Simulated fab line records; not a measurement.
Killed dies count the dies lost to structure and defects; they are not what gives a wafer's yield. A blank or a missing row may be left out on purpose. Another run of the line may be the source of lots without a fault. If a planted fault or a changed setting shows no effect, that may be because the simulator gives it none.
Chamber matching ; flow n5-finfet ; N5_MOL_CONTACT_COAG_CMP_23 on cmp-02: 4 sister chambers
The step polishes, stops on SiO2, t overpolish 1.5 s, target thk 0 nm. 8 wafers are shown with their chamber, then 8 later ones without.

EACH WAFER AND ITS CHAMBER
wafer;chamber;motor-current-A (A);time-to-endpoint-s (s)
L075.2;0;7.6;11.5
L077.1;0;8.1;11.6
L079.1;3;7.3;7.0
L079.4;2;8.3;10.1
L082.2;1;8.3;8.7
L082.3;2;8.6;14.3
L083.1;3;7.4;7.5
L083.2;1;7.9;9.1

WAFERS WITH NO CHAMBER GIVEN
wafer;motor-current-A (A);time-to-endpoint-s (s)
L088.1;8.2;10.9
L088.4;7.9;13.9
L089.1;8.1;9.6
L089.2;7.2;6.8
L091.2;8.2;8.9
L091.3;7.6;10.5
L092.1;7.3;6.9
L092.2;8.2;11.5

WHICH CHAMBER EACH WENT THROUGH
wafer;from the rows above;in truth
L088.1;can't be placed: 2 or 1 or 0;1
L088.4;can't be placed: 0 or 2 or 1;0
L089.1;can't be placed: 1 or 0 or 2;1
L089.2;3;3
L091.2;can't be placed: 1 or 0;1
L091.3;can't be placed: 0 or 1 or 3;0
L092.1;3;3
L092.2;can't be placed: 2 or 0 or 1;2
Correctly placed: 2 of 8. Can't be placed from these rows: 6 (the true chamber is among the candidates in 6). Number placed wrongly: 0.
How it was worked out, from the rows above alone: a wafer's distance from a chamber is the root of the sum, over the readings, of the square of ((its reading less the chamber's mean) divided by the reading's scatter). The wafer belongs to the nearest chamber; if the next one is less than 2 further off, it can't be placed. Each chamber's mean is taken over the wafers shown for it. How the scatter is found: for the shown wafers, subtract from each reading the mean of its chamber, square and add these, divide the total by (wafers less chambers), then take the root.
